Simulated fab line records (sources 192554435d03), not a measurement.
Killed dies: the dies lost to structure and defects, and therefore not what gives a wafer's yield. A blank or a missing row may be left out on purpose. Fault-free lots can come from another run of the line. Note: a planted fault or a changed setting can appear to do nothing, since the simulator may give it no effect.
Chamber matching / flow n5Finfet / N5_GATE_CUT_CMP_02 on cmp-02 has 4 sister chambers
The step polishes, stops on SiO2, t overpolish 12.7 s, target thk 0 nm. 4 wafers are shown with their chamber, then 8 later ones without.

== WAFERS WITH THEIR CHAMBER ==
wafer=L087.5; chamber=0; motorCurrentA (A)=11.3
wafer=L087.6; chamber=1; motorCurrentA (A)=9.5
wafer=L089.6; chamber=3; motorCurrentA (A)=10.2
wafer=L091.2; chamber=2; motorCurrentA (A)=8.1

== WAFERS WITHOUT THEIR CHAMBER ==
wafer=L091.3; motorCurrentA (A)=9.2
wafer=L091.5; motorCurrentA (A)=9.8
wafer=L092.1; motorCurrentA (A)=11.4
wafer=L092.4; motorCurrentA (A)=10.5
wafer=L092.6; motorCurrentA (A)=7.6
wafer=L097.3; motorCurrentA (A)=11.9
wafer=L097.4; motorCurrentA (A)=9.3
wafer=L097.6; motorCurrentA (A)=7.8

== WHICH CHAMBER EACH ONE RAN IN ==
wafer=L091.3; from the rows above=can't be placed: 1 or 3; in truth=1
wafer=L091.5; from the rows above=can't be placed: 1 or 3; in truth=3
wafer=L092.1; from the rows above=0; in truth=0
wafer=L092.4; from the rows above=can't be placed: 3 or 0 or 1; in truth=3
wafer=L092.6; from the rows above=2; in truth=2
wafer=L097.3; from the rows above=0; in truth=0
wafer=L097.4; from the rows above=can't be placed: 1 or 3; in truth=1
wafer=L097.6; from the rows above=2; in truth=2
Correct placement for 4 of the 8. Unplaceable from these rows: 4, with the true chamber sitting among the candidates in 4. Number placed wrongly: 0.
How it was worked out, from the rows above alone: a wafer's distance from a chamber is the root of the sum, over the readings, of the square of ((its reading less the chamber's mean) divided by the reading's scatter). If the next closest chamber is less than 2 further off than the closest, the wafer can't be placed; otherwise it belongs to the closest. The mean given for a chamber averages the wafers shown for that chamber. The scatter: root of mean squared gap, hidden wafer to nearest shown wafer, with one shown wafer a chamber.
